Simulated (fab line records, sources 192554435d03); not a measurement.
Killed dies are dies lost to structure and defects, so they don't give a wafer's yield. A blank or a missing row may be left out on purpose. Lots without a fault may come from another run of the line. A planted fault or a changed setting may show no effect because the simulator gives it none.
Chamber matching | flow n5_finfet | N5_BEOL_M1_ETCH_63 on rie_diel-02: 4 sister chambers
The step etches SiARC in CF4, target depth 15.6 nm, time 26 s. 20 wafers are shown with their chamber, then 10 later ones without.

WAFERS WITH THEIR CHAMBER
wafer  | chamber | showerhead_plenum_p_Torr (Torr) | throttle_valve_pct (%) | drypump_motor_current_A (A)
L075.1 | 3       | 2.06                            | 15.45                  | 5.8
L075.2 | 0       | 2.19                            | 15.22                  | 6.6
L075.4 | 2       | 2.04                            | 16.07                  | 5.7
L077.2 | 0       | 2.19                            | 15.22                  | 6.7
L077.5 | 3       | 2.06                            | 15.45                  | 5.8
L077.6 | 2       | 2.04                            | 16.08                  | 5.7
L080.1 | 3       | 2.05                            | 15.47                  | 5.8
L080.3 | 1       | 2.06                            | 16.00                  | 5.7
L080.4 | 2       | 2.04                            | 16.07                  | 5.7
L082.3 | 0       | 2.18                            | 15.24                  | 6.7
L082.4 | 2       | 2.04                            | 16.11                  | 5.7
L082.6 | 1       | 2.06                            | 16.02                  | 5.7
L083.4 | 2       | 2.04                            | 16.10                  | 5.7
L083.5 | 3       | 2.05                            | 15.49                  | 5.9
L083.6 | 0       | 2.18                            | 15.24                  | 6.7
L084.2 | 0       | 2.18                            | 15.26                  | 6.7
L084.4 | 3       | 2.05                            | 15.47                  | 5.8
L084.6 | 3       | 2.05                            | 15.49                  | 5.8
L087.2 | 3       | 2.05                            | 15.48                  | 5.8
L087.3 | 0       | 2.18                            | 15.27                  | 6.7

SIGNATURES (means of the wafers above)
reading                  | chamber 0 | chamber 1 | chamber 2 | chamber 3 | scatter within a chamber
showerhead_plenum_p_Torr | 2.1833    | 2.0600    | 2.0400    | 2.0529    | 0.00415
throttle_valve_pct       | 15.2417   | 16.0100   | 16.0860   | 15.4714   | 0.0182
drypump_motor_current_A  | 6.683     | 5.700     | 5.700     | 5.814     | 0.0325
Rule: a wafer's distance from a chamber is the root of the sum, over the readings, of the square of ((its reading less the chamber's mean) divided by the reading's scatter). The wafer belongs to the nearest chamber; if the next one is less than 2 further off, it can't be placed. The scatter: the root of (the sum of the squares of (reading less its chamber's mean) over the shown wafers, divided by (wafers less chambers)).

WAFERS WITHOUT THEIR CHAMBER
wafer  | showerhead_plenum_p_Torr (Torr) | throttle_valve_pct (%) | drypump_motor_current_A (A)
L087.6 | 2.05                            | 15.48                  | 5.8
L089.2 | 2.18                            | 15.27                  | 6.7
L089.4 | 2.06                            | 16.05                  | 5.7
L089.6 | 2.06                            | 16.04                  | 5.7
L092.1 | 2.29                            | 15.64                  | 5.7
L092.3 | 2.06                            | 16.07                  | 5.7
L092.4 | 2.05                            | 15.51                  | 5.8
L097.2 | 2.18                            | 15.31                  | 6.7
L097.4 | 2.05                            | 16.06                  | 5.7
L097.5 | 2.28                            | 15.67                  | 5.7

WHICH CHAMBER EACH WENT THROUGH
wafer  | from the rows above     | in truth
L087.6 | 3                       | 3
L089.2 | 0                       | 0
L089.4 | 1                       | 1
L089.6 | 1                       | 1
L092.1 | 0                       | 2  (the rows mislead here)
L092.3 | can't be placed: 1 or 2 | 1
L092.4 | 3                       | 3
L097.2 | 0                       | 0
L097.4 | can't be placed: 2 or 1 | 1
L097.5 | 0                       | 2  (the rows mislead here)
Placed correctly: 6 of 10. Can't be placed from these rows: 2 (the true chamber is among the candidates in 2). Placed wrongly: 2.
